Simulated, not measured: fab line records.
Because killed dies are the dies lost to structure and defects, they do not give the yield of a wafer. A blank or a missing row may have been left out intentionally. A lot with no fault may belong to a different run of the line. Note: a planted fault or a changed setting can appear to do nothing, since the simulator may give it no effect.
Chamber matching || flow n5Finfet || aldSin-04 running N5_SPACER0_ALD_08: 4 sister chambers
The step deposits SiNx, target thk 2 nm. 8 wafers are shown with their chamber, then 7 later ones without.

== WAFERS WITH THEIR CHAMBER ==
{"wafer": "L802.5", "chamber": 3, "heaterPowerW (W)": 703}
{"wafer": "L805.3", "chamber": 1, "heaterPowerW (W)": 915}
{"wafer": "L805.4", "chamber": 0, "heaterPowerW (W)": 816}
{"wafer": "L806.3", "chamber": 1, "heaterPowerW (W)": 932}
{"wafer": "L806.4", "chamber": 3, "heaterPowerW (W)": 695}
{"wafer": "L806.6", "chamber": 2, "heaterPowerW (W)": 885}
{"wafer": "L807.1", "chamber": 0, "heaterPowerW (W)": 838}
{"wafer": "L807.5", "chamber": 2, "heaterPowerW (W)": 866}

== WAFERS WHOSE CHAMBER IS MISSING ==
{"wafer": "L807.6", "heaterPowerW (W)": 726}
{"wafer": "L811.1", "heaterPowerW (W)": 944}
{"wafer": "L811.5", "heaterPowerW (W)": 880}
{"wafer": "L811.6", "heaterPowerW (W)": 960}
{"wafer": "L819.2", "heaterPowerW (W)": 945}
{"wafer": "L819.3", "heaterPowerW (W)": 701}
{"wafer": "L819.4", "heaterPowerW (W)": 833}

== WHICH CHAMBER EACH ONE RAN IN ==
{"wafer": "L807.6", "from the rows above": 3, "in truth": 3}
{"wafer": "L811.1", "from the rows above": 1, "in truth": 1}
{"wafer": "L811.5", "from the rows above": 2, "in truth": 2}
{"wafer": "L811.6", "from the rows above": 1, "in truth": 1}
{"wafer": "L819.2", "from the rows above": 1, "in truth": 1}
{"wafer": "L819.3", "from the rows above": 3, "in truth": 3}
{"wafer": "L819.4", "from the rows above": 0, "in truth": 0}
Correctly placed: 7 of 7. Not placeable from these rows: 0. Placed wrongly: 0.
How it was worked out, from the rows above alone: a wafer's distance from a chamber is the root of the sum, over the readings, of the square of ((its reading less the chamber's mean) divided by the reading's scatter). If the next closest chamber is less than 2 further off than the closest, the wafer can't be placed; otherwise it belongs to the closest. A chamber's mean is the mean of its shown wafers. The scatter is the square root of a quotient: the sum, over the shown wafers, of each reading's squared deviation from its chamber's mean, divided by wafers minus chambers.
